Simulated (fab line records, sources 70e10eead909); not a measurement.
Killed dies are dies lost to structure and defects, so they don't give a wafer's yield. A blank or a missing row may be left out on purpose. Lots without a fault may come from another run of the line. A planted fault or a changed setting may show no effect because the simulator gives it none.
One fault seen from 2 desks | flow nand_harc | each desk has only its own numbers; what lay behind them comes last

THE TOOL OWNER'S DESK: pecvd_onon-02
The tool's own readings at NHARC_A_ONON_D2_DEP_19 (target thk 1000 nm): means of the sampled wafers that have a number, for each lot that ran on this tool. A lot is out of limits, marked OUT, if its mean lies more than 4 standard deviations from the usual mean; the brackets give that distance.
Columns: A = nh3_flow_sccm at NHARC_A_ONON_D2_DEP_19, usual 500.3 sccm; B = sih4_flow_sccm at NHARC_A_ONON_D2_DEP_19, usual 209.9 sccm
lot  | first seen here | A     | B
L279 | day 14 11:02    | 500.5 | 210.0
L282 | day 15 07:25    | 501.1 | 210.8
L289 | day 18 03:59    | 500.6 | 209.7
L292 | day 18 15:50    | 499.2 | 210.4
L295 | day 19 23:07    | 501.3 | 209.4
This desk's finding: nothing out of limits on any of the 5 lots.

THE METROLOGY DESK
What the gauges read, lot by lot, whatever tool the lot ran on: means of the sampled wafers that have a number. A lot is out of limits, marked OUT, if its mean lies more than 4 standard deviations from the usual mean; the brackets give that distance.
Columns: A = thk_nm at NHARC_A_ONON_D2_THK_MEAS_08, usual 1002 nm; B = thk_nm at NHARC_A_ONON_D2_THK_MEAS_21, usual 1001 nm
lot  | first seen here | A    | B
L278 | day 13 11:52    | 1006 | 997
L279 | day 13 22:37    | 991  | 999
L281 | day 14 08:57    | 992  | 1009
L280 | day 14 09:05    | 1006 | 989
L282 | day 14 22:25    | 1003 | 1002
L283 | day 15 05:59    | 1005 | 998
L285 | day 15 17:34    | 1002 | 1002
L286 | day 16 07:08    | 993  | 1002
L287 | day 16 07:09    | 992  | 1011
L289 | day 17 15:59    | 1019 | 1003
L292 | day 18 07:10    | 1007 | 1260 (+27) OUT
L295 | day 19 14:32    | 1008 | 1273 (+29) OUT
L299 | day 21 13:44    | 1005 | 1018
This desk's finding: out of limits on L292, L295; first on L292, day 18 16:14 (thk_nm at NHARC_A_ONON_D2_THK_MEAS_21). In limits: L278, L279, L281, L280, L282, L283, L285, L286, L287, L289, L299.

PUT TOGETHER
The metrology desk could have raised an alarm at day 18 16:14, on L292, L295.
The tool owner's desk saw nothing out of limits.
The tool owner's desk has L292, L295 on record, within its limits.
Of the lots named, all ran NHARC_A_ONON_D2_DEP_19 on pecvd_onon-02.

WHAT THE SIMULATOR HAD PUT IN
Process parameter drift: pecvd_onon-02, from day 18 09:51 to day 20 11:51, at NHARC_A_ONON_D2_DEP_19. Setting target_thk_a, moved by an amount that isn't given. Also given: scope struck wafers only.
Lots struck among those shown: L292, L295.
Hours from the fault's start to each desk's first reading out of limits: the metrology desk, 6.
